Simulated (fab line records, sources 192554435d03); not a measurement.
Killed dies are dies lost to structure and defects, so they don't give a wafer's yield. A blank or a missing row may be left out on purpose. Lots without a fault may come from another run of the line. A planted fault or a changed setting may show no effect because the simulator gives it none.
fab line records | flow n5_finfet
record lots=11 wafers=33 last_day=17
route steps=1938 shown BEOL_M15@1793 PASSIVATION@1936
lots that met no fault: from a run of the same line without faults
start_h: hours from the record's first day to the start of the lot's first wafer shown | wait_h: hours since the lot's step before | " the same as in the row above | L1.1+2: a row that stands for several wafers | - no value, or no start given | * or withheld: withheld | < > ~ a bound
route shown NAME@n: a module of which the file shows steps, and the number in the route of the first | usual: mean/standard deviation of fault-free wafers | same: alike in all rows | chamber/n: place in a boat | sites: the reading at each site | _std_site: their standard deviation | _edge_site: outer sites' mean less inner sites' | radius_mm: how far each site lies from the wafer's centre | mask NAME#n: copy n | behind: the tool/chamber that last shaped the wafer | hold: why the lot was held/for how many hours/how that ended | device: the transistor (n, p or np) that didn't switch | end of line: the same wafers' tests at the end of the route | a step without rows: its recipe alone | killed: dies lost to structure and defects at the first sort, not the wafer's yield | map: a wafer's dies, x killed, . not, _ none there
set.NAME: the setting as run; set.NAME@STEP: as run at that earlier step | model.NAME: the simulator's own value behind a step, which no gauge read
steps of the route over a sample of lots; a table a step, a row a wafer
services: from which hour (start_h, from the record's first day; less than 0 if before it) a tool's chamber was out of use, for how many hours, and why
## steps
# step N5_BEOL_M15_CD_MEAS_17
# recipe target_cd_nm=360 polarity=opening
# usual cd_nm=360.2/1.6
# columns lot.wafer tool chamber start_h wait_h cd_nm
L827.3 cd_sem-03 - 271.67 0.0 361.8
L827.5 " - " " 363.2
L827.6 " - " " 359.8
L829.2 cd_sem-03 - 275.56 0.0 359.0
L829.4 " - " " 359.0
L829.5 " - " " 359.3
L831.4 cd_sem-02 - 277.56 0.0 361.6
L831.5 " - " " 361.6
L831.6 " - " " 358.6
L830.1 cd_sem-02 - 278.06 0.0 358.5
L830.3 " - " " 359.3
L830.5 " - " " 359.0
L832.2 cd_sem-02 - 279.25 0.0 362.3
L832.3 " - " " 362.4
L832.6 " - " " 360.7
L833.2 cd_sem-03 - 295.73 0.0 361.5
L833.3 " - " " 359.6
L833.5 " - " " 362.2
L836.1 cd_sem-02 - 315.06 0.0 359.3
L836.3 " - " " 357.2
L836.4 " - " " 359.1
L839.2 cd_sem-01 - 340.81 0.0 359.2
L839.4 " - " " 361.3
L839.5 " - " " 359.4
L842.1 cd_sem-02 - 344.09 0.0 362.3
L842.3 " - " " 361.3
L842.4 " - " " 358.3
L846.1 cd_sem-01 - 380.08 0.0 361.6
L846.2 " - " " 363.1
L846.6 " - " " 363.5
L849.2 cd_sem-02 - 383.08 0.0 361.6
L849.5 " - " " 361.7
L849.6 " - " " 360.3
# step N5_BEOL_M15_PEB_26
# recipe peb_temp_c=130 peb_time_s=90
# usual exhaust_pa=45.0/0.85
# columns lot.wafer tool chamber start_h wait_h exhaust_pa
L827.3 litho_track-04 0 272.74 0.0 45.0
L827.5 " 0 " " 45.8
L827.6 " 0 " " 45.4
L829.2 litho_track-03 0 276.59 0.0 44.6
L829.4 " 0 " " 43.7
L829.5 " 0 " " 44.9
L831.4 litho_track-04 0 278.50 0.0 45.3
L831.5 " 0 " " 45.6
L831.6 " 0 " " 44.3
L830.1 litho_track-02 0 278.98 0.1 42.7
L830.3 " 0 " " 42.7
L830.5 " 0 " " 43.0
L832.2 litho_track-04 0 280.15 0.0 45.1
L832.3 " 0 " " 45.5
L832.6 " 0 " " 45.3
L833.2 litho_track-02 0 296.61 0.0 44.8
L833.3 " 0 " " 46.0
L833.5 " 0 " " 45.3
L836.1 litho_track-02 0 315.82 0.1 45.3
L836.3 " 0 " " 46.0
L836.4 " 0 " " 46.4
L839.2 litho_track-02 0 341.70 0.0 44.0
L839.4 " 0 " " 43.9
L839.5 " 0 " " 45.0
L842.1 litho_track-02 0 345.16 0.1 45.9
L842.3 " 0 " " 44.5
L842.4 " 0 " " 46.0
L846.1 litho_track-03 0 381.02 0.1 45.6
L846.2 " 0 " " 46.9
L846.6 " 0 " " 45.8
L849.2 litho_track-04 0 384.10 0.0 44.5
L849.5 " 0 " " 45.6
L849.6 " 0 " " 44.4
# step N5_BEOL_M15_CD_MEAS_28
# recipe target_cd_nm=407.6 landing_energy_ev=500 detector=se_inlens
# usual cd_nm=407.5/1.7
# same landing_energy_ev=500
# columns lot.wafer tool chamber start_h wait_h cd_nm
L827.3 cd_sem-01 0 272.86 - 405.7
L827.5 " 0 " " 405.9
L827.6 " 0 " " 406.5
L829.2 cd_sem-03 0 276.70 - 408.3
L829.4 " 0 " " 409.7
L829.5 " 0 " " 408.5
L831.4 cd_sem-03 0 278.62 - 402.6
L831.5 " 0 " " 403.7
L831.6 " 0 " " 405.3
L830.1 cd_sem-02 0 279.09 - 409.7
L830.3 " 0 " " 410.0
L830.5 " 0 " " 409.9
L832.2 cd_sem-03 0 280.27 - 405.6
L832.3 " 0 " " 408.5
L832.6 " 0 " " 407.4
L833.2 cd_sem-01 0 296.72 - 407.1
L833.3 " 0 " " 409.9
L833.5 " 0 " " 408.5
L836.1 cd_sem-02 0 315.94 - 408.2
L836.3 " 0 " " 408.3
L836.4 " 0 " " 406.8
L839.2 cd_sem-03 0 341.81 - 425.2
L839.4 " 0 " " 408.2
L839.5 " 0 " " 409.5
L842.1 cd_sem-02 0 345.28 - 406.9
L842.3 " 0 " " 423.1
L842.4 " 0 " " 406.1
L846.1 cd_sem-01 0 381.14 - 409.2
L846.2 " 0 " " 408.9
L846.6 " 0 " " 407.4
L849.2 cd_sem-02 0 384.22 - 407.0
L849.5 " 0 " " 408.9
L849.6 " 0 " " 407.0
# step N5_BEOL_M15_INSPECT_30
# recipe mode=adi inspect_instrument=macro
# usual raw_defect_count=2.3/1.4
# columns lot.wafer tool chamber start_h wait_h raw_defect_count
L827.3 defect_inspect-01 - 272.91 0.0 0
L827.5 " - " " 2
L827.6 " - " " 2
L829.2 defect_inspect-02 - 276.75 0.0 5
L829.4 " - " " 3
L829.5 " - " " 1
L831.4 defect_inspect-01 - 278.67 0.0 2
L831.5 " - " " 3
L831.6 " - " " 4
L830.1 defect_inspect-01 - 279.15 0.0 2
L830.3 " - " " 3
L830.5 " - " " 3
L832.2 defect_inspect-02 - 280.32 0.0 5
L832.3 " - " " 0
L832.6 " - " " 2
L833.2 defect_inspect-01 - 296.78 0.0 2
L833.3 " - " " 1
L833.5 " - " " 2
L836.1 defect_inspect-01 - 315.99 0.0 1
L836.3 " - " " 2
L836.4 " - " " 4
L839.2 defect_inspect-02 - 341.86 0.0 3
L839.4 " - " " 2
L839.5 " - " " 0
L842.1 defect_inspect-02 - 345.33 0.0 4
L842.3 " - " " 3
L842.4 " - " " 1
L846.1 defect_inspect-01 - 381.19 0.0 2
L846.2 " - " " 1
L846.6 " - " " 1
L849.2 defect_inspect-01 - 384.27 0.0 3
L849.5 " - " " 3
L849.6 " - " " 3
# step N5_BEOL_M15_ETCH_61
# recipe chemistry=N2/H2 target=BARC target_depth_a=890 overetch_a=267 time_s=67.9 ion_energy_ev=200 pressure_mtorr=30 source_w=840 bias_w=150 n2_flow_sccm=200 h2_flow_sccm=200
# usual drypump_motor_current_A=5.85/0.26 oes_product_au=0.69/0.072 rf_vpp_V=523.8/2.4 showerhead_plenum_p_Torr=2.54/0.079 throttle_valve_pct=17.90/0.29
# columns lot.wafer tool chamber start_h wait_h drypump_motor_current_A oes_product_au rf_hours_counter_h rf_vpp_V showerhead_plenum_p_Torr throttle_valve_pct
L827.3 rie_diel-02 0 274.24 0.0 6.11 0.63 188 523.6 2.53 18.16
L827.5 " 1 " " 5.91 0.60 - 520.8 2.50 18.21
L827.6 " 0 " " 6.10 0.64 - 523.4 2.53 18.14
L829.2 rie_diel-02 1 279.28 0.0 5.92 0.59 242 522.8 2.49 18.21
L829.4 " 2 " " 5.32 0.64 175 519.9 2.44 17.82
L829.5 " 1 " " 5.90 0.60 - 521.8 2.49 18.21
L831.4 rie_diel-06 0 280.71 0.0 5.83 0.80 9 526.4 2.60 17.76
L831.5 " 0 " " 5.84 0.78 - 525.2 2.60 17.74
L831.6 " 1 " " 5.98 0.79 - 525.1 2.60 17.48
L830.1 rie_diel-06 1 280.99 0.0 5.98 0.79 15 523.8 2.60 17.49
L830.3 " 2 " " 5.79 0.61 215 526.5 2.63 18.12
L830.5 " 0 " " 5.87 0.78 - 525.5 2.60 17.76
L832.2 rie_diel-02 3 282.44 0.0 5.61 0.80 12 526.4 2.59 17.66
L832.3 " 0 " " 6.09 0.63 192 523.7 2.52 18.17
L832.6 " 1 " " 5.89 0.59 - 522.8 2.49 18.21
L833.2 rie_diel-02 2 296.85 0.0 5.32 0.64 184 520.2 2.44 17.83
L833.3 " 0 " " 6.11 0.64 200 522.9 2.52 18.19
L833.5 " 0 " " 6.11 0.63 - 525.0 2.52 18.17
L836.1 rie_diel-02 3 316.06 0.0 5.59 0.79 22 524.7 2.59 17.69
L836.3 " 2 " " 5.31 0.63 193 520.1 2.43 17.84
L836.4 " 0 " " 6.11 0.62 - 524.3 2.52 18.21
L839.2 rie_diel-02 0 342.12 0.0 6.09 0.61 219 521.9 2.51 18.20
L839.4 " 3 " " 5.61 0.76 32 525.6 2.58 17.72
L839.5 " 1 " " 5.91 0.79 - 523.5 2.49 17.79
L842.1 rie_diel-02 3 345.40 0.0 5.60 0.77 33 524.7 2.58 17.71
L842.3 " 0 " " 6.08 0.62 220 523.1 2.51 18.21
L842.4 " 1 " " 5.88 0.79 7 521.4 2.49 17.79
L846.1 rie_diel-04 3 381.50 0.0 5.48 0.82 7 522.8 2.50 17.86
L846.2 " 1 " " 6.25 0.72 74 525.9 2.68 18.02
L846.6 " 0 " " 5.86 0.62 - 526.8 2.63 18.35
L849.2 rie_diel-04 2 384.34 0.0 5.82 0.71 79 520.7 2.47 17.30
L849.5 " 3 " " 5.47 0.81 - 523.4 2.50 17.85
L849.6 " 2 " " 5.83 0.70 - 522.0 2.47 17.30
# step N5_PASSIVATION_PROBE_49
# usual defect_limited_yield=91.0/1.5 killed_at_M0_to_M3=36/12 killed_at_M4_up=14/5.5 killed_at_contacts=11/4.8 killed_at_front_end=42/12 killed_at_other=3.7/2.7 killed_dies=106/18 killed_open=70/13 killed_short=35/8.2 sort_bin_5_function=5.3/1 sort_bin_6_memory=3.3/0.69 sort_bin_8_speed=0.00/0.007 sort_n_pass=1074/18 sort_yield_pct=91.0/1.5
# same gross_dies=1180 killed_at_back_side=0 sort_bin_4_leakage[%]=0
# columns lot.wafer tool chamber start_h wait_h defect_limited_yield[%] killed_at_M0_to_M3 killed_at_M4_up killed_at_contacts killed_at_front_end killed_at_other killed_dies killed_open killed_short sort_bin_5_function[%] sort_bin_6_memory[%] sort_bin_8_speed[%] sort_n_pass sort_yield_pct[%]
L827.3 prober-02 - 291.54 0.1 91.9 21 24 13 36 2 96 59 33 4.8 3.0 0 1084 91.9
L827.5 prober-02 - 291.64 0.2 90.4 38 13 13 49 0 113 74 38 5.5 3.6 0 1067 90.4
L827.6 prober-02 - 291.69 0.3 92.7 23 20 11 30 2 86 61 24 4.3 2.7 0 1094 92.7
L829.2 prober-02 - 297.34 0.1 89.7 34 24 13 49 1 121 75 39 5.4 3.9 0 1059 89.7
L829.4 prober-02 - 297.44 0.2 91.4 36 10 4 51 0 101 73 27 5.0 3.2 0 1079 91.4
L829.5 prober-02 - 297.49 0.2 89.5 54 14 14 41 1 124 76 46 6.4 3.7 0 1056 89.5
L831.4 prober-01 - 299.74 0.2 90.9 31 15 13 41 7 107 63 40 5.6 2.8 0 1073 90.9
L831.5 prober-01 - 299.79 0.2 92.0 30 12 12 31 9 94 54 39 4.9 2.9 0 1086 92.0
L831.6 prober-01 - 299.84 0.3 92.9 17 15 6 46 0 84 51 27 4.0 2.7 0 1096 92.9
L830.1 prober-02 - 299.90 0.0 89.7 48 5 10 56 3 122 83 38 6.2 3.9 0 1058 89.7
L830.3 prober-02 - 300.00 0.1 91.9 49 13 6 27 1 96 71 25 4.4 3.6 0 1084 91.9
L830.5 prober-02 - 300.10 0.2 89.2 52 10 6 56 4 128 85 43 6.7 3.5 0 1052 89.2
L832.2 prober-01 - 300.51 0.1 88.7 51 12 11 55 4 133 89 42 7.3 3.6 0 1047 88.7
L832.3 prober-01 - 300.56 0.1 92.0 27 16 13 32 6 94 54 39 4.7 2.8 0 1086 92.0
L832.6 prober-01 - 300.71 0.3 89.8 38 17 11 51 3 120 87 32 5.9 4.0 0 1060 89.8
L833.2 prober-01 - 315.88 0.1 90.5 45 14 5 44 4 112 72 37 5.4 3.7 0 1068 90.5
L833.3 prober-01 - 315.93 0.1 91.6 29 12 6 39 13 99 59 38 4.4 3.8 0 1081 91.6
L833.5 prober-01 - 316.03 0.2 88.6 40 29 13 45 7 134 85 45 6.6 4.4 0 1046 88.6
L836.1 prober-01 - 332.72 0.0 89.7 38 14 14 52 3 121 82 33 6.3 3.8 0 1059 89.7
L836.3 prober-01 - 332.82 0.1 90.7 37 12 7 46 8 110 74 34 5.0 4.2 0 1070 90.7
L836.4 prober-01 - 332.87 0.2 88.1 54 25 3 52 6 140 88 50 6.9 4.7 0 1040 88.1
L839.2 prober-01 - 361.68 0.1 92.9 37 13 8 22 4 84 60 22 5.0 1.9 0 1096 92.9
L839.4 prober-01 - 361.78 0.2 91.4 32 13 26 30 1 102 71 27 5.3 2.9 0.08 1078 91.4
L839.5 prober-01 - 361.83 0.2 92.1 44 14 8 26 1 93 67 26 5.5 2.2 0 1087 92.1
L842.1 prober-01 - 363.64 0.0 90.3 39 24 7 44 1 115 62 47 6.2 3.1 0 1065 90.3
L842.3 prober-01 - 363.74 0.1 91.2 36 20 5 39 4 104 66 34 4.5 3.9 0 1076 91.2
L842.4 prober-01 - 363.79 0.2 92.7 15 22 4 44 1 86 55 27 4.2 2.9 0 1094 92.7
L846.1 prober-01 - 399.64 0.0 89.4 44 13 6 54 8 125 81 44 6.2 4.2 0 1055 89.4
L846.2 prober-01 - 399.69 0.1 90.2 40 15 19 42 0 116 75 41 5.8 3.6 0 1064 90.2
L846.6 prober-01 - 399.89 0.3 89.3 48 14 9 51 4 126 87 39 6.8 3.6 0 1054 89.3
L849.2 prober-01 - 406.11 0.1 91.6 22 17 11 44 5 99 65 34 4.8 3.3 0 1081 91.6
L849.5 prober-01 - 406.26 0.2 92.8 26 11 8 36 4 85 53 28 4.1 2.8 0 1095 92.8
L849.6 prober-01 - 406.31 0.3 91.5 31 26 8 28 7 100 69 30 5.3 3.1 0 1080 91.5
# killed by level:class
L827.3 BEOL_M4:geometric_particle:open=12 MOL_CONTACT_COAG:geometric_particle:open=11 FIN_SAQP:geometric_particle:short=10 BEOL_M0_SAQP:geometric_particle:open=7 FIN_SAQP:geometric_particle:open=6 BEOL_M0_SAQP:geometric_particle:short=6 DUMMY_GATE:geometric_particle:open=5 STI_FIN_REVEAL:geometric_particle:open=3
L827.5 FIN_SAQP:geometric_particle:open=15 BEOL_M1:geometric_particle:open=12 FIN_SAQP:geometric_particle:short=11 MOL_CONTACT_COAG:geometric_particle:open=11 BEOL_M0_SAQP:geometric_particle:short=10 BEOL_M0_SAQP:geometric_particle:open=6 BEOL_M2:geometric_particle:open=5 BEOL_M4:geometric_particle:open=5
L827.6 BEOL_M4:geometric_particle:open=12 MOL_CONTACT_COAG:geometric_particle:open=10 BEOL_M1:geometric_particle:open=7 BEOL_M0_SAQP:geometric_particle:open=6 STI_FIN_REVEAL:geometric_particle:open=5 BEOL_M0_SAQP:geometric_particle:short=5 FIN_SAQP:geometric_particle:open=4 DUMMY_GATE:geometric_particle:open=4
L829.2 STI_FIN_REVEAL:geometric_particle:open=14 MOL_CONTACT_COAG:geometric_particle:open=10 BEOL_M3:geometric_particle:open=9 BEOL_M2:geometric_particle:open=8 HKMG_FIN:area_etch=7 BEOL_M4:geometric_particle:open=6 BEOL_M0_SAQP:geometric_particle:short=5 DUMMY_GATE:geometric_particle:open=4
L829.4 STI_FIN_REVEAL:geometric_particle:open=18 BEOL_M0_SAQP:geometric_particle:open=11 BEOL_M1:geometric_particle:open=6 BEOL_M2:geometric_particle:open=6 FIN_SAQP:geometric_particle:open=5 GATE_CUT:geometric_particle:short=5 STARTING-WAFER:geometric_particle:open=5 BEOL_M5:geometric_particle:open=4
L829.5 BEOL_M0_SAQP:geometric_particle:short=16 MOL_CONTACT_COAG:geometric_particle:open=13 BEOL_M2:geometric_particle:open=11 BEOL_M0_SAQP:geometric_particle:open=9 STI_FIN_REVEAL:geometric_particle:open=8 DUMMY_GATE:geometric_particle:open=8 BEOL_M3:geometric_particle:open=7 BEOL_M4:geometric_particle:open=6
L831.4 FIN_SAQP:geometric_particle:open=14 MOL_CONTACT_COAG:geometric_particle:open=10 FIN_SAQP:geometric_particle:short=8 BEOL_M3:geometric_particle:open=7 BEOL_M1:geometric_particle:open=6 BEOL_M0_SAQP:geometric_particle:short=5 GATE_CUT:geometric_particle:short=5 PASS1_CAP:geometric_particle:open=4
L831.5 BEOL_M1:geometric_particle:open=9 FIN_SAQP:geometric_particle:open=6 DUMMY_GATE:geometric_particle:open=6 MOL_CONTACT_COAG:geometric_particle:short=6 MOL_CONTACT_COAG:geometric_particle:open=6 FIN_SAQP:geometric_particle:short=5 BEOL_M1:geometric_particle:short=5 BEOL_M0_SAQP:geometric_particle:short=4
L831.6 FIN_SAQP:geometric_particle:open=10 FIN_SAQP:geometric_particle:short=7 STI_FIN_REVEAL:geometric_particle:open=6 BEOL_M3:geometric_particle:open=6 MOL_CONTACT_COAG:geometric_particle:open=5 ILD0:geometric_particle:open=4 GATE_CUT:geometric_particle:short=4 BEOL_M7:geometric_particle:open=4
L830.1 STI_FIN_REVEAL:geometric_particle:open=21 BEOL_M3:geometric_particle:open=12 FIN_SAQP:geometric_particle:open=9 MOL_CONTACT_COAG:geometric_particle:open=8 BEOL_M0_SAQP:geometric_particle:open=8 BEOL_M0_SAQP:geometric_particle:short=6 GATE_CUT:geometric_particle:short=6 BEOL_M1:geometric_particle:open=5
L830.3 BEOL_M1:geometric_particle:open=11 BEOL_M0:geometric_particle:open=11 BEOL_M0_SAQP:geometric_particle:open=8 BEOL_M3:geometric_particle:open=8 GATE_CUT:geometric_particle:short=6 STI_FIN_REVEAL:geometric_particle:open=6 BEOL_M4:geometric_particle:open=6 FIN_SAQP:geometric_particle:open=5
L830.5 FIN_SAQP:geometric_particle:open=16 BEOL_M0_SAQP:geometric_particle:open=16 BEOL_M0_SAQP:geometric_particle:short=13 STI_FIN_REVEAL:geometric_particle:open=9 FIN_SAQP:geometric_particle:short=8 BEOL_M1:geometric_particle:open=7 BEOL_M3:geometric_particle:open=7 GATE_CUT:geometric_particle:short=5
L832.2 STI_FIN_REVEAL:geometric_particle:open=21 BEOL_M3:geometric_particle:open=13 BEOL_M0_SAQP:geometric_particle:open=12 BEOL_M0_SAQP:geometric_particle:short=11 BEOL_M1:geometric_particle:open=8 FIN_SAQP:geometric_particle:short=7 DUMMY_GATE:geometric_particle:open=6 MOL_CONTACT_COAG:geometric_particle:open=6
L832.3 BEOL_M2:geometric_particle:open=11 MOL_CONTACT_COAG:geometric_particle:open=9 STI_FIN_REVEAL:geometric_particle:open=5 FIN_SAQP:geometric_particle:short=4 DUMMY_GATE:geometric_particle:open=4 GATE_CUT:geometric_particle:open=4 GATE_CUT:geometric_particle:short=4 MOL_CONTACT_COAG:geometric_particle:short=4
L832.6 STI_FIN_REVEAL:geometric_particle:open=22 FIN_SAQP:geometric_particle:open=9 MOL_CONTACT_COAG:geometric_particle:open=9 BEOL_M3:geometric_particle:open=8 BEOL_M0_SAQP:geometric_particle:open=7 BEOL_M0_SAQP:geometric_particle:short=6 BEOL_M2:geometric_particle:open=6 BEOL_M4:geometric_particle:open=6
L833.2 BEOL_M2:geometric_particle:open=14 BEOL_M0_SAQP:geometric_particle:open=11 FIN_SAQP:geometric_particle:short=10 FIN_SAQP:geometric_particle:open=9 BEOL_M0_SAQP:geometric_particle:short=9 DUMMY_GATE:geometric_particle:open=7 BEOL_M3:geometric_particle:open=6 BEOL_M4:geometric_particle:open=6
L833.3 FIN_SAQP:geometric_particle:short=12 BEOL_M0_SAQP:geometric_particle:short=8 FIN_SAQP:geometric_particle:open=7 MIM_TOP_ETCH:geometric_particle:open=6 MOL_CONTACT_COAG:geometric_particle:open=6 BEOL_M2:geometric_particle:open=6 GATE_CUT:geometric_particle:short=5 STI_FIN_REVEAL:geometric_particle:open=4
L833.5 BEOL_M4:geometric_particle:open=17 BEOL_M0_SAQP:geometric_particle:short=11 FIN_SAQP:geometric_particle:open=10 MOL_CONTACT_COAG:geometric_particle:open=10 FIN_SAQP:geometric_particle:short=8 GATE_CUT:geometric_particle:short=8 BEOL_M2:geometric_particle:open=8 GATE_CUT:geometric_particle:open=5
L836.1 STI_FIN_REVEAL:geometric_particle:open=13 MOL_CONTACT_COAG:geometric_particle:open=12 FIN_SAQP:geometric_particle:open=10 BEOL_M3:geometric_particle:open=9 FIN_SAQP:geometric_particle:short=8 BEOL_M2:geometric_particle:open=6 GATE_CUT:geometric_particle:short=5 BEOL_M0_SAQP:geometric_particle:short=5
L836.3 STI_FIN_REVEAL:geometric_particle:open=15 GATE_CUT:geometric_particle:short=11 BEOL_M1:geometric_particle:open=11 BEOL_M2:geometric_particle:open=9 BEOL_M0_SAQP:geometric_particle:open=7 FIN_SAQP:geometric_particle:short=5 GATE_CUT:geometric_particle:open=5 MOL_CONTACT_COAG:geometric_particle:open=5
L836.4 STI_FIN_REVEAL:geometric_particle:open=13 BEOL_M0_SAQP:geometric_particle:open=10 BEOL_M3:geometric_particle:open=9 BEOL_M4:geometric_particle:open=9 FIN_SAQP:geometric_particle:short=8 GATE_CUT:geometric_particle:short=8 BEOL_M1:geometric_particle:open=8 BEOL_M2:geometric_particle:open=8
L839.2 BEOL_M3:geometric_particle:open=21 BEOL_M4:geometric_particle:open=7 MOL_CONTACT_COAG:geometric_particle:open=5 STARTING-WAFER:geometric_particle:open=5 FIN_SAQP:geometric_particle:open=3 STI_FIN_REVEAL:geometric_particle:open=3 DUMMY_GATE:geometric_particle:open=3 MOL_CONTACT_COAG:geometric_particle:short=3
L839.4 MOL_CONTACT_COAG:geometric_particle:open=20 BEOL_M3:geometric_particle:open=10 BEOL_M1:geometric_particle:open=7 BEOL_M4:geometric_particle:open=7 FIN_SAQP:geometric_particle:short=6 MOL_CONTACT_COAG:geometric_particle:short=6 BEOL_M0_SAQP:geometric_particle:open=6 STI_FIN_REVEAL:geometric_particle:open=5
L839.5 BEOL_M1:geometric_particle:open=10 BEOL_M0_SAQP:geometric_particle:short=9 STI_FIN_REVEAL:geometric_particle:open=7 BEOL_M0_SAQP:geometric_particle:open=7 BEOL_M2:geometric_particle:open=7 BEOL_M3:geometric_particle:open=7 DUMMY_GATE:geometric_particle:open=6 MOL_CONTACT_COAG:geometric_particle:open=6
L842.1 FIN_SAQP:geometric_particle:short=16 BEOL_M0_SAQP:geometric_particle:short=11 BEOL_M4:geometric_particle:open=10 BEOL_M2:geometric_particle:open=8 GATE_CUT:geometric_particle:short=7 BEOL_M0_SAQP:geometric_particle:open=7 MOL_CONTACT_COAG:geometric_particle:open=6 FIN_SAQP:geometric_particle:open=4
L842.3 BEOL_M0_SAQP:geometric_particle:short=11 FIN_SAQP:geometric_particle:short=9 BEOL_M2:geometric_particle:open=9 BEOL_M4:geometric_particle:open=8 FIN_SAQP:geometric_particle:open=6 BEOL_M5:geometric_particle:open=5 FIN_CUT:geometric_particle:open=4 GATE_CUT:geometric_particle:open=4
L842.4 BEOL_M4:geometric_particle:open=10 FIN_SAQP:geometric_particle:open=7 GATE_CUT:geometric_particle:short=6 GATE_CUT:geometric_particle:open=6 FIN_SAQP:geometric_particle:short=5 DUMMY_GATE:geometric_particle:open=5 MOL_CONTACT_COAG:geometric_particle:open=4 BEOL_M0_SAQP:geometric_particle:open=4
L846.1 STI_FIN_REVEAL:geometric_particle:open=12 FIN_SAQP:geometric_particle:open=11 FIN_SAQP:geometric_particle:short=9 BEOL_M0_SAQP:geometric_particle:short=7 BEOL_M0_SAQP:geometric_particle:open=7 BEOL_M2:geometric_particle:open=7 MOL_CONTACT_COAG:geometric_particle:open=6 ILD0:geometric_particle:short=5
L846.2 MOL_CONTACT_COAG:geometric_particle:open=15 BEOL_M0_SAQP:geometric_particle:open=9 FIN_SAQP:geometric_particle:open=8 BEOL_M0_SAQP:geometric_particle:short=8 FIN_SAQP:geometric_particle:short=7 STI_FIN_REVEAL:geometric_particle:open=7 BEOL_M1:geometric_particle:open=6 STI_FIN_REVEAL:geometric_particle:short=5
L846.6 BEOL_M2:geometric_particle:open=15 FIN_SAQP:geometric_particle:open=11 BEOL_M1:geometric_particle:open=10 MOL_CONTACT_COAG:geometric_particle:open=6 BEOL_M5:geometric_particle:open=6 STI_FIN_REVEAL:geometric_particle:open=5 GATE_CUT:geometric_particle:short=5 BEOL_M0_SAQP:geometric_particle:open=5
L849.2 FIN_SAQP:geometric_particle:open=12 BEOL_M4:geometric_particle:open=10 MOL_CONTACT_COAG:geometric_particle:open=9 GATE_CUT:geometric_particle:short=8 FIN_SAQP:geometric_particle:short=7 DUMMY_GATE:geometric_particle:open=5 BEOL_M0_SAQP:geometric_particle:open=5 BEOL_M3:geometric_particle:open=5
L849.5 BEOL_M3:geometric_particle:open=7 FIN_SAQP:geometric_particle:short=6 BEOL_M1:geometric_particle:open=6 FIN_SAQP:geometric_particle:open=5 DUMMY_GATE:geometric_particle:open=5 MOL_CONTACT_COAG:geometric_particle:open=5 BEOL_M1:geometric_particle:short=4 BEOL_M2:geometric_particle:open=4
L849.6 BEOL_M4:geometric_particle:open=13 BEOL_M5:geometric_particle:open=9 DUMMY_GATE:geometric_particle:open=7 MOL_CONTACT_COAG:geometric_particle:open=7 BEOL_M1:geometric_particle:open=7 BEOL_M2:geometric_particle:open=7 BEOL_M3:geometric_particle:open=5 BEOL_M3:geometric_particle:short=5
## services
# columns tool chamber start_h hours kind
rie_diel-04 3 256.08 4.6 repair
rie_diel-04 - 270.47 28.1 pm
rie_diel-02 3 286.50 12.4 repair
rie_diel-02 1 298.96 - clean
rie_diel-02 1 298.96 - consumable_replace:focus_ring
rie_diel-02 1 298.96 24.0 scheduled_down
rie_diel-02 1 298.96 24.0 vent_cycle
rie_diel-04 2 300.05 8.2 repair
rie_diel-06 2 315.03 5.0 repair
rie_diel-04 2 334.34 3.7 repair
rie_diel-04 3 338.15 - clean
rie_diel-04 3 338.15 - consumable_replace:focus_ring
rie_diel-04 3 338.15 16.6 scheduled_down
rie_diel-04 3 338.15 16.6 vent_cycle
rie_diel-06 2 364.29 10.0 repair
rie_diel-06 - 368.95 1.7 repair
## key
first_sign step=N5_BEOL_M15_CD_MEAS_28 reading=cd_nm direction=up sigmas=10 usual=407.5 struck=424.2
effect none on later readings
met_at N5_BEOL_M15_PEB_26
struck_lots L839,L842
struck_wafers L839.2,L842.3
not_acting_at N5_BEOL_M15_CD_MEAS_17,N5_BEOL_M15_INSPECT_30,N5_BEOL_M15_ETCH_61
onset_between 315.82 341.70
fault kind=process_parameter_drift tool=litho_track-02 chamber=- onset_h=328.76 steps=N5_BEOL_M15_PEB_26 channel=peb_time_s offset=* shape=step end_h=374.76 scope=struck_wafers_only acts_in=* stated=*
